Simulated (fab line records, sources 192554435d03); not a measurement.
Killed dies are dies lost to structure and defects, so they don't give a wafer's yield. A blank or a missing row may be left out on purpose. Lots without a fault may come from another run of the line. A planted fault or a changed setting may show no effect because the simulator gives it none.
Split-lot experiment | flow n5_finfet | 7 lots, 21 wafers read, on a route of 1938 steps

THE SPLIT
At N5_HKMG_FIN_ETCH_54 (etches SiARC in CF4, target depth 45.5 nm, time 75.8 s), the setting source_w was moved away from the recipe's 545 W on 5 of the 21 wafers read, by -14.7% to +11.9%. The other wafers ran this setting at the recipe's value.

The reading is taken at the split's own step.

THE READING
rf_vpp_V, in V, at N5_HKMG_FIN_ETCH_54 (etches SiARC in CF4, target depth 45.5 nm, time 75.8 s). Fault-free wafers of this fab line usually give 184.7 V, standard deviation 1.1 V.

wafer  | tool, chamber at the split | source_w as run, W | against the recipe | rf_vpp_V, V | against lot-mates on the recipe
L076.2 | rie_diel-06, 1             | 545                | recipe             | 186.3       | -
L076.5 | rie_diel-06, 1             | 545                | recipe             | 185.5       | -
L076.6 | rie_diel-06, 0             | 545                | recipe             | 185.0       | -
L077.1 | rie_diel-06, 3             | 465.1              | -14.7%             | 196.1       | +11.3
L077.2 | rie_diel-06, 1             | 545                | recipe             | 184.6       | -
L077.4 | rie_diel-06, 0             | 545                | recipe             | 184.9       | -
L082.1 | rie_diel-04, 2             | 545                | recipe             | 185.2       | -
L082.4 | rie_diel-04, 0             | 545                | recipe             | 185.4       | -
L082.5 | rie_diel-04, 0             | 545                | recipe             | 183.6       | -
L083.2 | rie_diel-04, 1             | 545                | recipe             | 185.0       | -
L083.3 | rie_diel-04, 2             | 545                | recipe             | 185.5       | -
L083.5 | rie_diel-04, 2             | 497.9              | -8.6%              | 190.2       | +4.9
L090.1 | rie_diel-04, 1             | 497                | -8.8%              | 190.8       | +5.6
L090.2 | rie_diel-04, 3             | 497                | -8.8%              | 189.2       | +4.0
L090.5 | rie_diel-04, 2             | 545                | recipe             | 185.2       | -
L094.3 | rie_diel-04, 0             | 545                | recipe             | 184.0       | -
L094.4 | rie_diel-04, 3             | 609.7              | +11.9%             | 177.4       | -6.2
L094.6 | rie_diel-04, 1             | 545                | recipe             | 183.3       | -
L096.1 | rie_diel-04, 1             | 545                | recipe             | 183.7       | -
L096.2 | rie_diel-04, 3             | 545                | recipe             | 183.5       | -
L096.5 | rie_diel-04, 2             | 545                | recipe             | 184.7       | -

THE FIT
A straight line over all 21 wafers: rf_vpp_V changes by -0.672 V for each +1% of source_w; r = -0.97; the points scatter about the line by 0.92 V.
The same after taking each lot's own level away (the mean of its wafers on the recipe; 21 wafers): -0.625 V for each +1%; r = -0.97; scatter 0.81 V.
On that fit, the largest move of source_w shifts the reading by 9.2 V.
The lots' own levels span 183.65 to 185.60 V, that is 1.8 times the standard deviation above.
So the lot-to-lot level changes the slope little: the two slopes agree.
Check: with one of the wafers moved furthest among these (-14.7%) left out of the fit, the line predicts +7.98 V for it against its lot-mates. It came out at +11.3 V against them.
Tool readings at the split's step, against how far the setting was moved: rf_vpp_V r = -0.97.

OTHER SPLITS ON THESE WAFERS
These wafers also went through other splits before the reading. Each is held against what the fit with the lots' levels taken away leaves over:
other split on the same wafers | wafers away from the commonest value | r with rf_vpp_V (lot level and that fit taken away)
N5_SD_EPI_N_PEB_07 peb_time_s  | 9                                    | -0.03
N5_SDB_ALD_29 ald_cycles       | 9                                    | -0.41

THE FILE'S OWN FIT
rf_vpp_V changes by -0.641 V for each +1% of source_w, r = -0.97.
